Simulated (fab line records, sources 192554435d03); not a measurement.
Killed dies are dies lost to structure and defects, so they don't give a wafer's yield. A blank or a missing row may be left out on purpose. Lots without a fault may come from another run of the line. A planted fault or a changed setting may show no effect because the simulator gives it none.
Which tool did it? | flow n5_finfet | 24 lots, 72 wafers sampled, at 6 steps of a route of 1938

WHAT THE GAUGES READ, wafer by wafer
The record holds no reading of a measuring or inspecting step that can be judged against a usual standard deviation.

WHICH TOOL RAN EACH LOT (tool, then ch and the chambers of the sampled wafers, then the start)
lot  | N5_BEOL_M3_ANNEAL_93         | N5_BEOL_M4_ETCH_63                 | N5_BEOL_M4_ETCHBACK_99             | N5_BEOL_M4_SPUTTER_79        | N5_BEOL_M4_SPUTTER_96        | N5_BEOL_M4_PRE_CLEAN_60
L074 | pvd_sputter-03, day 7 00:35  | rie_diel-03 ch 0,1,3, day 7 03:10  | rie_diel-01 ch 0,1,3, day 7 09:22  | pvd_sputter-02, day 7 11:08  | pvd_sputter-02, day 7 12:40  | cvd_co-01 ch 0,1,2, day 7 13:47
L075 | pvd_sputter-01, day 7 16:52  | rie_diel-01 ch 2,3, day 7 19:37    | rie_diel-01 ch 0,1,2, day 7 23:17  | pvd_sputter-02, day 8 00:58  | pvd_sputter-02, day 8 02:30  | cvd_co-01 ch 0,1,2, day 8 03:26
L077 | pvd_sputter-02, day 7 20:55  | rie_diel-04 ch 0,2,3, day 8 00:08  | rie_diel-03 ch 1,2,3, day 8 02:08  | pvd_sputter-02, day 8 03:55  | pvd_sputter-02, day 8 05:28  | cvd_co-02 ch 1,2, day 8 06:18
L076 | pvd_sputter-01, day 8 06:12  | rie_diel-04 ch 1,2, day 8 09:12    | rie_diel-03 ch 0,3, day 8 22:31    | pvd_sputter-03, day 9 00:07  | pvd_sputter-03, day 9 01:39  | cvd_co-01 ch 1,2, day 9 02:29
L078 | pvd_sputter-03, day 8 07:49  | rie_diel-04 ch 0,1,2, day 8 10:47  | rie_diel-01 ch 0,1,2, day 8 16:41  | pvd_sputter-02, day 8 18:21  | pvd_sputter-02, day 8 19:53  | cvd_co-02 ch 0,1,2, day 8 20:43
L079 | pvd_sputter-01, day 8 08:46  | rie_diel-01 ch 1,2,3, day 8 12:05  | rie_diel-04 ch 0,3, day 9 07:10    | pvd_sputter-02, day 9 10:50  | pvd_sputter-02, day 9 12:23  | cvd_co-01 ch 0,1, day 9 13:13
L080 | pvd_sputter-03, day 8 11:05  | rie_diel-01 ch 1,2,3, day 8 13:26  | rie_diel-01 ch 1,2,3, day 9 06:56  | pvd_sputter-02, day 9 09:00  | pvd_sputter-02, day 9 10:32  | cvd_co-01 ch 0,1,2, day 9 11:22
L081 | pvd_sputter-01, day 10 00:51 | rie_diel-01 ch 0,2,3, day 10 03:24 | rie_diel-01 ch 2,3, day 10 04:37   | pvd_sputter-02, day 10 06:36 | pvd_sputter-02, day 10 08:08 | cvd_co-01 ch 0,1, day 10 08:58
L084 | pvd_sputter-02, day 10 01:43 | rie_diel-01 ch 0,3, day 10 05:43   | rie_diel-04 ch 1,2,3, day 10 10:22 | pvd_sputter-02, day 10 11:52 | pvd_sputter-02, day 10 13:25 | cvd_co-01 ch 0,1, day 10 14:15
L083 | pvd_sputter-02, day 10 05:04 | rie_diel-03 ch 1,2, day 10 09:00   | rie_diel-04 ch 0,2,3, day 10 10:44 | pvd_sputter-01, day 10 13:36 | pvd_sputter-01, day 10 15:08 | cvd_co-01 ch 0,1,2, day 10 15:58
L082 | pvd_sputter-03, day 10 06:10 | rie_diel-04 ch 0,3, day 10 09:02   | rie_diel-03 ch 0,1,2, day 10 13:01 | pvd_sputter-03, day 10 14:46 | pvd_sputter-03, day 10 16:19 | cvd_co-02 ch 0,2, day 10 17:26
L085 | pvd_sputter-01, day 10 07:40 | rie_diel-04 ch 0,1,3, day 10 09:55 | rie_diel-01 ch 0,2,3, day 10 12:56 | pvd_sputter-02, day 10 14:34 | pvd_sputter-02, day 10 16:07 | cvd_co-02 ch 1,2, day 10 16:56
L086 | pvd_sputter-03, day 10 12:49 | rie_diel-01 ch 0,3, day 10 17:02   | rie_diel-01 ch 0,3, day 11 01:49   | pvd_sputter-02, day 11 05:07 | pvd_sputter-02, day 11 06:39 | cvd_co-02 ch 0,1,2, day 11 07:28
L087 | pvd_sputter-01, day 10 19:38 | rie_diel-03 ch 1,2,3, day 10 22:11 | rie_diel-04 ch 2,3, day 11 09:34   | pvd_sputter-01, day 11 11:10 | pvd_sputter-01, day 11 12:43 | cvd_co-02 ch 0,1, day 11 13:46
L088 | pvd_sputter-01, day 10 23:40 | rie_diel-04 ch 2,3, day 11 02:23   | rie_diel-03 ch 2,3, day 11 09:32   | pvd_sputter-03, day 11 11:06 | pvd_sputter-03, day 11 12:38 | cvd_co-02 ch 0,1, day 11 13:28
L089 | pvd_sputter-02, day 11 09:23 | rie_diel-01 ch 0,1,3, day 11 12:49 | rie_diel-04 ch 1,3, day 11 15:08   | pvd_sputter-01, day 11 17:17 | pvd_sputter-01, day 11 18:49 | cvd_co-02 ch 1,2, day 11 19:38
L090 | pvd_sputter-02, day 11 17:52 | rie_diel-04 ch 1,2,3, day 11 20:07 | rie_diel-03 ch 0,2,3, day 12 00:34 | pvd_sputter-03, day 12 02:22 | pvd_sputter-03, day 12 03:54 | cvd_co-02 ch 0,1,2, day 12 04:54
L092 | pvd_sputter-03, day 12 05:28 | rie_diel-04 ch 0,3, day 12 09:49   | rie_diel-01 ch 1,2,3, day 12 12:32 | pvd_sputter-03, day 12 14:16 | pvd_sputter-03, day 12 15:49 | cvd_co-02 ch 0,1,2, day 12 16:41
L091 | pvd_sputter-03, day 12 08:35 | rie_diel-03 ch 0,2,3, day 12 11:04 | rie_diel-01 ch 0,2,3, day 12 12:56 | pvd_sputter-03, day 12 16:07 | pvd_sputter-03, day 12 17:39 | cvd_co-02 ch 0,1, day 12 18:34
L093 | pvd_sputter-01, day 12 08:44 | rie_diel-01 ch 0,1,3, day 12 11:17 | rie_diel-04 ch 1,3, day 12 17:22   | pvd_sputter-01, day 12 19:40 | pvd_sputter-01, day 12 21:12 | cvd_co-02 ch 1,2, day 12 22:11
L094 | pvd_sputter-02, day 12 11:44 | rie_diel-04 ch 0,3, day 12 14:10   | rie_diel-01 ch 0,1, day 12 17:23   | pvd_sputter-02, day 12 19:32 | pvd_sputter-02, day 12 21:04 | cvd_co-02 ch 0,1, day 12 21:53
L095 | pvd_sputter-02, day 12 22:38 | rie_diel-04 ch 2,3, day 13 01:54   | rie_diel-01 ch 0,1,3, day 13 05:28 | pvd_sputter-01, day 13 09:12 | pvd_sputter-01, day 13 10:44 | cvd_co-02 ch 0,1, day 13 11:46
L096 | pvd_sputter-02, day 13 00:28 | rie_diel-04 ch 0,3, day 13 02:49   | rie_diel-03 ch 1,2,3, day 13 10:12 | pvd_sputter-03, day 13 12:09 | pvd_sputter-03, day 13 13:41 | cvd_co-02 ch 1,2, day 13 14:31
L097 | pvd_sputter-03, day 13 04:30 | rie_diel-04 ch 0,1,3, day 13 07:20 | rie_diel-03 ch 0,2,3, day 13 13:34 | pvd_sputter-02, day 13 15:53 | pvd_sputter-02, day 13 17:26 | cvd_co-01 ch 0,2, day 13 18:54
- N5_BEOL_M3_ANNEAL_93: time 240 s.
- N5_BEOL_M4_ETCH_63: etches SiARC in CF4, target depth 15.6 nm, time 26 s.
- N5_BEOL_M4_ETCHBACK_99: etches SiO2 in CHF3, target depth 5 nm, time 10.4 s.
- N5_BEOL_M4_SPUTTER_79: material Cu, target thk 4.5 nm, time 8.29 s.
- N5_BEOL_M4_SPUTTER_96: material Cu, target thk 4.5 nm, time 8.29 s.
- N5_BEOL_M4_PRE_CLEAN_60: time 15 s.

WHAT THE TOOLS THEMSELVES READ (means of the sampled wafers that have a number; where no wafer has one, the mark that the record gives instead)
N5_BEOL_M3_ANNEAL_93. Usual: heater_power_w 816 W, standard deviation 61.
lot  | tool           | heater_power_w (W) | flag
L074 | pvd_sputter-03 | 796                |
L075 | pvd_sputter-01 | 791                |
L077 | pvd_sputter-02 | 847                |
L076 | pvd_sputter-01 | 751                |
L078 | pvd_sputter-03 | 771                |
L079 | pvd_sputter-01 | 747                |
L080 | pvd_sputter-03 | 809                |
L081 | pvd_sputter-01 | 819                |
L084 | pvd_sputter-02 | 859                |
L083 | pvd_sputter-02 | 827                |
L082 | pvd_sputter-03 | 798                |
L085 | pvd_sputter-01 | 797                |
L086 | pvd_sputter-03 | 848                |
L087 | pvd_sputter-01 | 819                |
L088 | pvd_sputter-01 | 823                |
L089 | pvd_sputter-02 | 844                |
L090 | pvd_sputter-02 | 845                |
L092 | pvd_sputter-03 | 843                |
L091 | pvd_sputter-03 | 753                |
L093 | pvd_sputter-01 | 806                |
L094 | pvd_sputter-02 | 854                |
L095 | pvd_sputter-02 | 846                |
L096 | pvd_sputter-02 | 835                |
L097 | pvd_sputter-03 | 807                |

N5_BEOL_M4_ETCH_63. Usual: bias_w 36.01 W, standard deviation 0.1; drypump_motor_current_A 5.8 A, standard deviation 0.43; etch_rf_on_time_s 26.0 s, standard deviation 0.34; oes_product_au 0.67 a.u., standard deviation 0.079; rf_vpp_V 184.2 V, standard deviation 1; showerhead_plenum_p_Torr 2.15 Torr, standard deviation 0.053; throttle_valve_pct 15.66 %, standard deviation 0.23.
lot  | tool        | bias_w (W) | drypump_motor_current_A (A) | etch_rf_on_time_s (s) | oes_product_au (a.u.) | rf_vpp_V (V) | showerhead_plenum_p_Torr (Torr) | throttle_valve_pct (%) | flag
L074 | rie_diel-03 | 35.95      | 5.9                         | 25.9                  | 0.59                  | 184.3        | 2.14                            | 15.78                  |
L075 | rie_diel-01 | 35.94      | 6.0                         | 25.7                  | 0.71                  | 184.5        | 2.17                            | 15.59                  |
L077 | rie_diel-04 | 36.04      | 5.5                         | 26.4                  | 0.60                  | 183.2        | 2.12                            | 15.76                  |
L076 | rie_diel-04 | 36.02      | 5.3                         | 25.8                  | 0.63                  | 184.4        | 2.16                            | 15.88                  |
L078 | rie_diel-04 | 36.04      | 5.4                         | 26.1                  | 0.63                  | 183.9        | 2.16                            | 15.80                  |
L079 | rie_diel-01 | 35.99      | 6.2                         | 25.9                  | 0.66                  | 184.2        | 2.15                            | 15.67                  |
L080 | rie_diel-01 | 36.06      | 6.2                         | 25.7                  | 0.66                  | 184.1        | 2.15                            | 15.67                  |
L081 | rie_diel-01 | 36.03      | 6.1                         | 26.0                  | 0.69                  | 185.2        | 2.19                            | 15.63                  |
L084 | rie_diel-01 | 35.93      | 6.3                         | 26.1                  | 0.73                  | 185.1        | 2.23                            | 15.68                  |
L083 | rie_diel-03 | 36.04      | 5.9                         | 26.2                  | 0.73                  | 184.0        | 2.11                            | 15.61                  |
L082 | rie_diel-04 | 35.99      | 5.8                         | 25.8                  | 0.72                  | 183.4        | 2.11                            | 15.43                  |
L085 | rie_diel-04 | 36.02      | 5.7                         | 25.8                  | 0.67                  | 184.2        | 2.15                            | 15.62                  |
L086 | rie_diel-01 | 36.08      | 6.2                         | 25.9                  | 0.71                  | 185.0        | 2.20                            | 15.69                  |
L087 | rie_diel-03 | 35.98      | 6.0                         | 26.2                  | 0.74                  | 183.7        | 2.11                            | 15.55                  |
L088 | rie_diel-04 | 36.14      | 5.7                         | 25.9                  | 0.72                  | 183.2        | 2.11                            | 15.53                  |
L089 | rie_diel-01 | 35.93      | 6.4                         | 25.8                  | 0.67                  | 184.6        | 2.18                            | 15.79                  |
L090 | rie_diel-04 | 35.94      | 5.6                         | 26.1                  | 0.67                  | 184.1        | 2.15                            | 15.74                  |
L092 | rie_diel-04 | 35.87      | 5.6                         | 25.9                  | 0.79                  | 183.1        | 2.11                            | 15.26                  |
L091 | rie_diel-03 | 35.95      | 5.8                         | 26.2                  | 0.74                  | 184.5        | 2.13                            | 15.46                  |
L093 | rie_diel-01 | 36.10      | 6.4                         | 26.1                  | 0.66                  | 184.6        | 2.18                            | 15.79                  |
L094 | rie_diel-04 | 36.04      | 5.8                         | 25.9                  | 0.77                  | 184.2        | 2.10                            | 15.29                  |
L095 | rie_diel-04 | 36.11      | 5.7                         | 25.8                  | 0.69                  | 183.6        | 2.11                            | 15.57                  |
L096 | rie_diel-04 | 35.94      | 5.9                         | 25.8                  | 0.76                  | 183.2        | 2.10                            | 15.32                  |
L097 | rie_diel-04 | 36.09      | 5.7                         | 26.3                  | 0.72                  | 183.6        | 2.14                            | 15.49                  |

N5_BEOL_M4_ETCHBACK_99. Usual: CHF3_flow_sccm 11.995 sccm, standard deviation 0.03; bias_w 46.98 W, standard deviation 0.15; drypump_motor_current_A 6.0 A, standard deviation 0.4; oes_product_au 0.79 a.u., standard deviation 0.095; rf_vpp_V 240.9 V, standard deviation 2.9; showerhead_plenum_p_Torr 2.17 Torr, standard deviation 0.057; throttle_valve_pct 17.12 %, standard deviation 0.21.
lot  | tool        | CHF3_flow_sccm (sccm) | bias_w (W) | drypump_motor_current_A (A) | oes_product_au (a.u.) | rf_vpp_V (V) | showerhead_plenum_p_Torr (Torr) | throttle_valve_pct (%) | flag
L074 | rie_diel-01 | 11.975                | 47.06      | 6.4                         | 0.84                  | 241.8        | 2.21                            | 17.19                  |
L075 | rie_diel-01 | 11.985                | 47.06      | 6.3                         | 0.79                  | 243.4        | 2.20                            | 17.14                  |
L077 | rie_diel-03 | 11.996                | 47.08      | 6.0                         | 0.69                  | 241.6        | 2.12                            | 17.25                  |
L076 | rie_diel-03 | 12.014                | 47.09      | 5.7                         | 0.69                  | 238.8        | 2.18                            | 17.12                  |
L078 | rie_diel-01 | 11.970                | 47.08      | 6.3                         | 0.79                  | 242.3        | 2.19                            | 17.16                  |
L079 | rie_diel-04 | 12.039                | 47.03      | 5.6                         | 0.78                  | 240.3        | 2.12                            | 16.98                  |
L080 | rie_diel-01 | 11.987                | 46.98      | 6.2                         | 0.76                  | 240.1        | 2.16                            | 17.16                  |
L081 | rie_diel-01 | 11.972                | 46.78      | 6.0                         | 0.80                  | 240.6        | 2.17                            | 17.10                  |
L084 | rie_diel-04 | 12.016                | 47.04      | 5.6                         | 0.80                  | 237.6        | 2.16                            | 17.16                  |
L083 | rie_diel-04 | 11.983                | 47.00      | 5.5                         | 0.77                  | 237.8        | 2.12                            | 17.10                  |
L082 | rie_diel-03 | 11.976                | 46.87      | 5.8                         | 0.76                  | 239.8        | 2.15                            | 17.12                  |
L085 | rie_diel-01 | 11.994                | 46.93      | 6.2                         | 0.81                  | 242.6        | 2.21                            | 17.09                  |
L086 | rie_diel-01 | 12.000                | 47.02      | 6.3                         | 0.84                  | 243.0        | 2.25                            | 17.17                  |
L087 | rie_diel-04 | 12.017                | 47.02      | 5.4                         | 0.77                  | 236.2        | 2.13                            | 17.22                  |
L088 | rie_diel-03 | 11.990                | 46.86      | 5.9                         | 0.78                  | 242.5        | 2.11                            | 17.09                  |
L089 | rie_diel-04 | 11.982                | 46.92      | 5.8                         | 0.79                  | 240.3        | 2.19                            | 17.15                  |
L090 | rie_diel-03 | 12.005                | 47.13      | 5.8                         | 0.88                  | 240.0        | 2.14                            | 16.89                  |
L092 | rie_diel-01 | 12.020                | 47.02      | 6.2                         | 0.75                  | 240.7        | 2.15                            | 17.21                  |
L091 | rie_diel-01 | 11.962                | 46.95      | 6.2                         | 0.78                  | 241.7        | 2.20                            | 17.15                  |
L093 | rie_diel-04 | 12.027                | 46.88      | 5.8                         | 0.78                  | 240.3        | 2.18                            | 17.16                  |
L094 | rie_diel-01 | 11.999                | 46.96      | 6.6                         | 0.75                  | 241.8        | 2.17                            | 17.33                  |
L095 | rie_diel-01 | 12.015                | 47.16      | 6.4                         | 0.77                  | 242.3        | 2.19                            | 17.27                  |
L096 | rie_diel-03 | 11.991                | 46.96      | 6.0                         | 0.83                  | 242.1        | 2.11                            | 17.02                  |
L097 | rie_diel-03 | 11.981                | 46.95      | 5.8                         | 0.84                  | 240.3        | 2.14                            | 16.93                  |

N5_BEOL_M4_SPUTTER_79. Usual: chuck_sensor_temp_C -16.3 C, standard deviation 0.49; throttle_valve_pct 29.6 %, standard deviation 0.98.
lot  | tool           | chuck_sensor_temp_C (C) | throttle_valve_pct (%) | flag
L074 | pvd_sputter-02 | -16.4                   | 29.7                   |
L075 | pvd_sputter-02 | -16.7                   | 29.8                   |
L077 | pvd_sputter-02 | -16.4                   | 29.3                   |
L076 | pvd_sputter-03 | -16.2                   | 29.6                   |
L078 | pvd_sputter-02 | -16.8                   | 29.8                   |
L079 | pvd_sputter-02 | -16.5                   | 29.5                   |
L080 | pvd_sputter-02 | -16.3                   | 29.1                   |
L081 | pvd_sputter-02 | -16.8                   | 29.7                   |
L084 | pvd_sputter-02 | -16.5                   | 29.8                   |
L083 | pvd_sputter-01 | -16.1                   | 29.5                   |
L082 | pvd_sputter-03 | -16.4                   | 29.0                   |
L085 | pvd_sputter-02 | -16.3                   | 29.1                   |
L086 | pvd_sputter-02 | -16.1                   | 28.5                   |
L087 | pvd_sputter-01 | -16.1                   | 29.8                   |
L088 | pvd_sputter-03 | -16.5                   | 28.9                   |
L089 | pvd_sputter-01 | -16.1                   | 30.0                   |
L090 | pvd_sputter-03 | -16.1                   | 29.6                   |
L092 | pvd_sputter-03 | -16.5                   | 29.1                   |
L091 | pvd_sputter-03 | -15.9                   | 30.7                   |
L093 | pvd_sputter-01 | -16.0                   | 29.8                   |
L094 | pvd_sputter-02 | -16.8                   | 29.8                   |
L095 | pvd_sputter-01 | -16.0                   | 30.1                   |
L096 | pvd_sputter-03 | -16.3                   | 30.1                   |
L097 | pvd_sputter-02 | -16.4                   | 29.1                   |

N5_BEOL_M4_SPUTTER_96. Usual: chuck_sensor_temp_C -16.3 C, standard deviation 0.49; throttle_valve_pct 29.6 %, standard deviation 0.98.
lot  | tool           | chuck_sensor_temp_C (C) | throttle_valve_pct (%) | flag
L074 | pvd_sputter-02 | -16.5                   | 29.7                   |
L075 | pvd_sputter-02 | -16.6                   | 29.6                   |
L077 | pvd_sputter-02 | -16.3                   | 29.3                   |
L076 | pvd_sputter-03 | -16.1                   | 29.7                   |
L078 | pvd_sputter-02 | -16.7                   | 29.8                   |
L079 | pvd_sputter-02 | -16.4                   | 29.4                   |
L080 | pvd_sputter-02 | -16.3                   | 29.0                   |
L081 | pvd_sputter-02 | -16.8                   | 29.7                   |
L084 | pvd_sputter-02 | -16.5                   | 29.7                   |
L083 | pvd_sputter-01 | -16.1                   | 29.5                   |
L082 | pvd_sputter-03 | -16.3                   | 29.0                   |
L085 | pvd_sputter-02 | -16.4                   | 29.2                   |
L086 | pvd_sputter-02 | -16.1                   | 28.6                   |
L087 | pvd_sputter-01 | -16.1                   | 29.7                   |
L088 | pvd_sputter-03 | -16.6                   | 28.8                   |
L089 | pvd_sputter-01 | -16.1                   | 30.2                   |
L090 | pvd_sputter-03 | -16.2                   | 29.8                   |
L092 | pvd_sputter-03 | -16.6                   | 29.1                   |
L091 | pvd_sputter-03 | -15.9                   | 30.8                   |
L093 | pvd_sputter-01 | -16.1                   | 29.8                   |
L094 | pvd_sputter-02 | -16.7                   | 29.9                   |
L095 | pvd_sputter-01 | -15.9                   | 30.2                   |
L096 | pvd_sputter-03 | -16.2                   | 30.2                   |
L097 | pvd_sputter-02 | -16.4                   | 29.2                   |

N5_BEOL_M4_PRE_CLEAN_60. Usual: heater_power_w 72 W, standard deviation 18.
lot  | tool      | heater_power_w (W) | flag
L074 | cvd_co-01 | 62                 |
L075 | cvd_co-01 | 64                 |
L077 | cvd_co-02 | 61                 |
L076 | cvd_co-01 | 67                 |
L078 | cvd_co-02 | 77                 |
L079 | cvd_co-01 | 70                 |
L080 | cvd_co-01 | 63                 |
L081 | cvd_co-01 | 70                 |
L084 | cvd_co-01 | 71                 |
L083 | cvd_co-01 | 64                 |
L082 | cvd_co-02 | 87                 |
L085 | cvd_co-02 | 62                 |
L086 | cvd_co-02 | 78                 |
L087 | cvd_co-02 | 68                 |
L088 | cvd_co-02 | 82                 |
L089 | cvd_co-02 | 62                 |
L090 | cvd_co-02 | 78                 |
L092 | cvd_co-02 | 78                 |
L091 | cvd_co-02 | 81                 |
L093 | cvd_co-02 | 73                 |
L094 | cvd_co-02 | 68                 |
L095 | cvd_co-02 | 83                 |
L096 | cvd_co-02 | 63                 |
L097 | cvd_co-01 | 59                 |

THE ANSWER, worked out from the rows above alone
Rule: a lot is off if the mean of its wafers that have a number lies more than 3 standard deviations from the usual mean. A lot without any number at a reading at which 4 lots or more have one is off too. The other lots that the step has rows for count as sound. The gauges are gone through in route order, then the tools' own readings, and for those a lot's mean is taken as printed above. The first step at which some lot is off is used, and at that step the reading that is off furthest; a lot without a number counts as furthest.
No lot is off at any reading shown: from this, nothing can be told.

WHAT THE SIMULATOR HAD PUT IN
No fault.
